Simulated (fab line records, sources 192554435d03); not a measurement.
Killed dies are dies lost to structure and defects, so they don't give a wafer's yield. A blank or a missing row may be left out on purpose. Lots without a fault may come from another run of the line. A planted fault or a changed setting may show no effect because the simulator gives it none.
Chamber matching | flow n5_finfet | N5_BEOL_M15_CMP_49 on cmp-04: 4 sister chambers
The step polishes, stops on SiO2, t overpolish 4.9 s, target thk 850 nm. 8 wafers are shown with their chamber, then 9 later ones without.

WAFERS WITH THEIR CHAMBER
wafer  | chamber | motor_current_A (A) | barrier_field_endpoint_s (s)
L084.3 | 1       | 6.5                 | 11.4
L085.3 | 0       | 8.1                 | 11.5
L085.5 | 0       | 8.0                 | 11.5
L087.5 | 2       | 9.1                 | 11.7
L087.6 | 3       | 10.0                | 11.5
L093.1 | 1       | 6.5                 | 10.9
L093.2 | 3       | 10.2                | 11.1
L093.6 | 2       | 9.5                 | 10.9

WAFERS WITHOUT THEIR CHAMBER
wafer  | motor_current_A (A) | barrier_field_endpoint_s (s)
L090.1 | 9.4                 | 11.9
L090.4 | 6.6                 | 11.2
L090.5 | 9.8                 | 11.9
L092.1 | 8.4                 | 11.7
L092.4 | 6.9                 | 11.2
L092.6 | 9.1                 | 11.5
L096.1 | 9.4                 | 11.8
L096.2 | 9.4                 | 12.1
L096.4 | 8.0                 | 12.1

WHICH CHAMBER EACH WENT THROUGH
wafer  | from the rows above     | in truth
L090.1 | 2                       | 2
L090.4 | 1                       | 1
L090.5 | can't be placed: 3 or 2 | 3
L092.1 | 0                       | 0
L092.4 | 1                       | 1
L092.6 | 2                       | 2
L096.1 | 2                       | 2
L096.2 | 2                       | 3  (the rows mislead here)
L096.4 | 0                       | 0
Placed correctly: 7 of 9. Can't be placed from these rows: 1 (the true chamber is among the candidates in 1). Placed wrongly: 1.
How it was worked out, from the rows above alone: a wafer's distance from a chamber is the root of the sum, over the readings, of the square of ((its reading less the chamber's mean) divided by the reading's scatter). The wafer belongs to the nearest chamber; if the next one is less than 2 further off, it can't be placed. A chamber's mean is the mean of its shown wafers. The scatter: the root of (the sum of the squares of (reading less its chamber's mean) over the shown wafers, divided by (wafers less chambers)).
